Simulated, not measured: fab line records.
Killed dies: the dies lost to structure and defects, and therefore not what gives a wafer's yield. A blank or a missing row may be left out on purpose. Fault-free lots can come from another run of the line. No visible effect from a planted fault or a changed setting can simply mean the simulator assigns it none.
Split-lot study / flow n5_finfet / route with 1938 steps; 7 lots, 21 wafers read

== ABOUT THE SPLIT ==
At N5_BEOL_M0_SAQP_ILD_DEP_01 (deposits SiOC from DEMS/O2, target thk 45.419 nm, time 8.7 s), the setting time_s was moved away from the recipe's 8.7 s on 8 of the 21 wafers read, by -6.0% to +12.4%. All remaining wafers had this setting at the recipe value.

The reading is taken at the split's own step.

== THE READING ==
SiOC_of_BEOL_M0_SAQP_ILD_DEP_01.thk_nm (the simulator's own value, which no gauge read), in nm, at N5_BEOL_M0_SAQP_ILD_DEP_01 (deposits SiOC from DEMS/O2, target thk 45.419 nm, time 8.7 s). No usual value for it is given in the file. The 13 wafers here that ran the recipe average 45.4 nm, standard deviation 0.58 nm.

wafer=L074.3; tool, chamber at the split=pecvd-02, 0; time_s as run, s=9.783; against the recipe=+12.4%; SiOC_of_BEOL_M0_SAQP_ILD_DEP_01.thk_nm, nm=50; against lot-mates on the recipe=+5.6
wafer=L074.4; tool, chamber at the split=pecvd-02, 2; time_s as run, s=9.783; against the recipe=+12.4%; SiOC_of_BEOL_M0_SAQP_ILD_DEP_01.thk_nm, nm=50.4; against lot-mates on the recipe=+6.0
wafer=L074.6; tool, chamber at the split=pecvd-02, 1; time_s as run, s=8.7; against the recipe=recipe; SiOC_of_BEOL_M0_SAQP_ILD_DEP_01.thk_nm, nm=44.4; against lot-mates on the recipe=-
wafer=L075.2; tool, chamber at the split=pecvd-04, 0,1; time_s as run, s=8.7; against the recipe=recipe; SiOC_of_BEOL_M0_SAQP_ILD_DEP_01.thk_nm, nm=45.2; against lot-mates on the recipe=-
wafer=L075.3; tool, chamber at the split=pecvd-04, 0,1; time_s as run, s=8.7; against the recipe=recipe; SiOC_of_BEOL_M0_SAQP_ILD_DEP_01.thk_nm, nm=45.2; against lot-mates on the recipe=-
wafer=L075.5; tool, chamber at the split=pecvd-04, 2; time_s as run, s=8.294; against the recipe=-4.7%; SiOC_of_BEOL_M0_SAQP_ILD_DEP_01.thk_nm, nm=43.4; against lot-mates on the recipe=-1.8
wafer=L086.2; tool, chamber at the split=pecvd-01, 0; time_s as run, s=8.7; against the recipe=recipe; SiOC_of_BEOL_M0_SAQP_ILD_DEP_01.thk_nm, nm=45.2; against lot-mates on the recipe=-
wafer=L086.5; tool, chamber at the split=pecvd-01, 2; time_s as run, s=8.7; against the recipe=recipe; SiOC_of_BEOL_M0_SAQP_ILD_DEP_01.thk_nm, nm=46; against lot-mates on the recipe=-
wafer=L086.6; tool, chamber at the split=pecvd-01, 1; time_s as run, s=8.7; against the recipe=recipe; SiOC_of_BEOL_M0_SAQP_ILD_DEP_01.thk_nm, nm=46.4; against lot-mates on the recipe=-
wafer=L088.1; tool, chamber at the split=pecvd-04, 1; time_s as run, s=8.7; against the recipe=recipe; SiOC_of_BEOL_M0_SAQP_ILD_DEP_01.thk_nm, nm=45.2; against lot-mates on the recipe=-
wafer=L088.3; tool, chamber at the split=pecvd-04, 2; time_s as run, s=9.356; against the recipe=+7.5%; SiOC_of_BEOL_M0_SAQP_ILD_DEP_01.thk_nm, nm=48.6; against lot-mates on the recipe=+3.4
wafer=L088.5; tool, chamber at the split=pecvd-04, 1; time_s as run, s=9.356; against the recipe=+7.5%; SiOC_of_BEOL_M0_SAQP_ILD_DEP_01.thk_nm, nm=49.8; against lot-mates on the recipe=+4.6
wafer=L089.1; tool, chamber at the split=pecvd-04, 2; time_s as run, s=8.7; against the recipe=recipe; SiOC_of_BEOL_M0_SAQP_ILD_DEP_01.thk_nm, nm=45.2; against lot-mates on the recipe=-
wafer=L089.3; tool, chamber at the split=pecvd-04, 0; time_s as run, s=9.124; against the recipe=+4.9%; SiOC_of_BEOL_M0_SAQP_ILD_DEP_01.thk_nm, nm=47.2; against lot-mates on the recipe=+2.0
wafer=L089.4; tool, chamber at the split=pecvd-04, 2; time_s as run, s=9.124; against the recipe=+4.9%; SiOC_of_BEOL_M0_SAQP_ILD_DEP_01.thk_nm, nm=48.4; against lot-mates on the recipe=+3.2
wafer=L092.1; tool, chamber at the split=pecvd-02, 1; time_s as run, s=8.7; against the recipe=recipe; SiOC_of_BEOL_M0_SAQP_ILD_DEP_01.thk_nm, nm=44.6; against lot-mates on the recipe=-
wafer=L092.4; tool, chamber at the split=pecvd-02, 1; time_s as run, s=8.7; against the recipe=recipe; SiOC_of_BEOL_M0_SAQP_ILD_DEP_01.thk_nm, nm=45.6; against lot-mates on the recipe=-
wafer=L092.6; tool, chamber at the split=pecvd-02, 2; time_s as run, s=8.7; against the recipe=recipe; SiOC_of_BEOL_M0_SAQP_ILD_DEP_01.thk_nm, nm=46.4; against lot-mates on the recipe=-
wafer=L097.1; tool, chamber at the split=pecvd-02, 2; time_s as run, s=8.18; against the recipe=-6.0%; SiOC_of_BEOL_M0_SAQP_ILD_DEP_01.thk_nm, nm=41.8; against lot-mates on the recipe=-3.4
wafer=L097.3; tool, chamber at the split=pecvd-02, 1; time_s as run, s=8.7; against the recipe=recipe; SiOC_of_BEOL_M0_SAQP_ILD_DEP_01.thk_nm, nm=45.4; against lot-mates on the recipe=-
wafer=L097.4; tool, chamber at the split=pecvd-02, 2; time_s as run, s=8.7; against the recipe=recipe; SiOC_of_BEOL_M0_SAQP_ILD_DEP_01.thk_nm, nm=45; against lot-mates on the recipe=-
The file does not say which wafer passed through which chamber wherever a row lists several chambers: such a row stands for several wafers.

FIT RESULTS
A straight line over all 21 wafers: SiOC_of_BEOL_M0_SAQP_ILD_DEP_01.thk_nm changes by +0.441 nm for each +1% of time_s; r = +0.96; the points scatter about the line by 0.66 nm.
The same after taking each lot's own level away (the mean of its wafers on the recipe; 21 wafers): +0.488 nm for each +1%; r = +0.98; scatter 0.51 nm.
According to that fit, moving time_s by its largest amount changes the reading by 6.1 nm.
Measured against the standard deviation above, the lots' own levels, which go from 44.40 to 45.87 nm, span 2.5 times it.
The two slopes are in agreement: the lot-to-lot level therefore moves the slope only a little.
Check: +6.3 nm against its lot-mates is what the line predicts for one of the wafers moved furthest among these (+12.4%) when that wafer is left out of the fit. Against them it came out at +5.6 nm.

== OTHER SPLITS APPLIED TO THESE WAFERS ==
Note: prior to the reading, these wafers also went through further splits. Each is held against what the fit with the lots' levels taken away leaves over:
other split on the same wafers=N5_GATE_CUT_COAT_27 spin_rpm; wafers away from the commonest value=8; r with SiOC_of_BEOL_M0_SAQP_ILD_DEP_01.thk_nm (lot level and that fit taken away)=+0.12
other split on the same wafers=N5_MOL_CONTACT_COAG_CONTACT_ETCH_14 source_w; wafers away from the commonest value=4; r with SiOC_of_BEOL_M0_SAQP_ILD_DEP_01.thk_nm (lot level and that fit taken away)=+0.17
other split on the same wafers=N5_MOL_CONTACT_COAG_EXPOSE_37 dose_mj; wafers away from the commonest value=7; r with SiOC_of_BEOL_M0_SAQP_ILD_DEP_01.thk_nm (lot level and that fit taken away)=-0.04
other split on the same wafers=N5_MOL_CONTACT_COAG_ETCH_67 source_w; wafers away from the commonest value=11; r with SiOC_of_BEOL_M0_SAQP_ILD_DEP_01.thk_nm (lot level and that fit taken away)=-0.02

== FILE'S OWN FIT ==
SiOC_of_BEOL_M0_SAQP_ILD_DEP_01.thk_nm changes by +0.491 nm for each +1% of time_s, r = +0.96.
